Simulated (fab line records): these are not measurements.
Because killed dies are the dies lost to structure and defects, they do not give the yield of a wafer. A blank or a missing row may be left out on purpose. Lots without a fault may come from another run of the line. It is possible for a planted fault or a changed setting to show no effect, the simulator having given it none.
Chamber matching -- flow n5_finfet -- N5_BEOL_M0_ETCH_128 on rie_diel-02 has 4 sister chambers
The step etches SiCN in CF4/N2, target depth 12 nm, overetch 5.1 nm, time 21.4 s. 4 wafers are shown with their chamber, then 8 later ones without.

EACH WAFER AND ITS CHAMBER
wafer,chamber,drypump_motor_current_A (A)
L087.5,3,5.2
L089.3,0,5.9
L089.5,2,4.8
L091.2,1,5.7

WAFERS MISSING THEIR CHAMBER
wafer,drypump_motor_current_A (A)
L091.4,5.9
L091.6,5.7
L093.2,4.9
L093.4,5.6
L093.5,5.2
L097.3,4.8
L097.4,5.7
L097.5,5.2

EACH ONE'S CHAMBER
wafer,from the rows above,in truth
L091.4,0,0
L091.6,1,1
L093.2,2,2
L093.4,1,1
L093.5,3,3
L097.3,2,2
L097.4,1,1
L097.5,3,3
Placed correctly: 8 of 8. Can't be placed from these rows: 0. Placed wrongly: 0.
How it was worked out, from the rows above alone: a wafer's distance from a chamber is the root of the sum, over the readings, of the square of ((its reading less the chamber's mean) divided by the reading's scatter). The wafer belongs to the nearest chamber; if the next one is less than 2 further off, it can't be placed. For every chamber, the mean is computed from those of its wafers that are shown. The scatter: root of mean squared gap, hidden wafer to nearest shown wafer, with one shown wafer a chamber.
